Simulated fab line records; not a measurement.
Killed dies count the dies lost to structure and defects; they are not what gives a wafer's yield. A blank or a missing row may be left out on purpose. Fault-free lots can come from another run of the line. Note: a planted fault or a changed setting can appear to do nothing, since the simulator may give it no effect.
Comparing a struck lot with a sound one -- flow n5Finfet -- 22 out of 1938 route steps
Sound: these wafers, L178.1, L178.2, L178.3. The struck wafers were L169.2, L169.5, L169.6. The cause is named last.
Per side, at each step with rows, come the tool, then ch with its chambers, and then its first start. Under that, the readings that differ: sound wafers -- struck wafers -- difference of the means -- sigmas: that difference in standard deviations of wafers without a fault.
alike: same words and numbers on both sides, and readings whose means sit less than 2 such deviations apart. not compared: any withheld reading, any reading some wafer has no value for, any bound like >300 that may hide the same value, and any number with overlapping values for which the record gives no deviation.
Wherever a step has rows on one side only, a row that says differs or no value, or a row with sigmas, the two part there. Numbers that don't overlap but have no deviation are shown without sigmas and don't part them. Lack of a reading on every wafer of one side parts them only where that side has two or more wafers.

first, 8 steps without rows for these wafers: N5_FIN_SAQP_ETCH_34 (etches SiO2 in C4F6/O2, target depth 45 nm, time 15 s); N5_FIN_SAQP_STRIP_77 (strips in N2/H2, time 90 s); N5_FIN_SAQP_ETCH_64 (etches SiO2 in CF4, target depth 1.5 nm); N5_FIN_SAQP_FIN_ETCH_36 (etches the open film in HBr/Cl2/O2, target depth 120 nm, time 50.4 s); N5_FIN_SAQP_PRECLEAN_38 (cleans in O3/DIW, time 45 s); N5_FIN_SAQP_PRECLEAN_45 (cleans in dHF, time 10 s); N5_FIN_SAQP_SRD_39 (time 30 s); N5_FIN_CUT_COAT_18 (time 60 s, resist thk 230 nm).
N5_FIN_CUT_COAT_19: time 60 s, resist thk 20 nm.
  sound on lithoTrack-03 ch 0, day 7 00:08; struck on lithoTrack-05 ch 0, day 4 15:24
reading,sound,struck,difference,sigmas
spinSpeedRpm (rpm),1499.4 1501.0 1500.6,1617.9 1618.0 1616.6,+117.2,+99 or more
model.SiARC_of_FIN_CUT_COAT_19.thkNm (nm),20 20 19.8,19.4 19.4 19.4,-0.5,
then, 9 steps without rows for these wafers: N5_FIN_CUT_COAT_29 (time 60 s, resist thk 10 nm); N5_FIN_CUT_COAT_02 (resist thk 30 nm); N5_FIN_CUT_EBR_04; N5_FIN_CUT_SOFTBAKE_03 (time 60 s); N5_FIN_CUT_EXPOSE_05 (exposes mask FIN CUT); N5_FIN_CUT_PEB_06 (peb time 60 s); N5_FIN_CUT_DEVELOP_07 (develop time 30 s); N5_FIN_CUT_DESCUM_13 (chemistry O2, time 7 s); N5_FIN_CUT_ETCH_30 (etches underlayer in N2/H2, target depth 13 nm, time 10.4 s).
N5_FIN_CUT_ETCH_20: etches SiARC in CF4, target depth 26 nm, time 43.3 s.
  sound on rieDiel-05 ch 1,2,3, day 7 00:35; struck on rieDiel-01 ch 0,1,2, day 4 16:07
reading,sound,struck,difference,sigmas
model.etch.depthNm (nm),19.91 19.93 19.87,19.37 19.4 19.4,-0.51,
  alike: chamberPressureMTorr, drypumpMotorCurrentA, etchRfOnTimeS, mfcArSccm, oesProductAu, rfVppV, showerheadPlenumPTorr, throttleValvePct
  not compared: rfHoursCounterH
N5_FIN_CUT_ETCH_21: etches SOC in N2/H2, target depth 219 nm, overetch 43.8 nm, time 523.5 s.
  sound on rieDiel-05 ch 1,2,3, day 7 00:38; struck on rieDiel-01 ch 0,1,2, day 4 16:09
  alike: chamberPressureMTorr, drypumpMotorCurrentA, oesProductAu, rfVppV, showerheadPlenumPTorr, throttleValvePct
  not compared: rfHoursCounterH, model.SiARC_of_FIN_CUT_COAT_19.thkNm
then, 1 step without rows for these wafers: N5_FIN_CUT_STRIP_23 (strips in N2/H2).
-- a jump in the record: the struck wafers' starts before and after are 6 days apart (it breaks off in module FIN_CUT and resumes in module BEOL_M4, where the first step shown is number 1111 of the route) --
N5_BEOL_M4_RC_MEAS_101:
  sound on prober-01 ch 0, day 13 01:43; struck on prober-01 ch 0, day 10 21:40
reading,sound,struck,difference,sigmas
SS_P (mV/dec),74.2 73.2 75.0,72.4 73.1 73.0,-1.3,-2
  alike: DIBL_N, DIBL_P, IOFF_N, IOFF_P, ION_N, ION_P, SS_N, VT_N, VT_P

## WHERE THEY PART
At N5_FIN_CUT_COAT_19 first; at N5_BEOL_M4_RC_MEAS_101 last (within this record only).

WHY: whatever the simulator had introduced
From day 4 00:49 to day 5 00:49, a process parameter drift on lithoTrack-05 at N5_FIN_CUT_COAT_19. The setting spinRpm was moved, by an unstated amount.
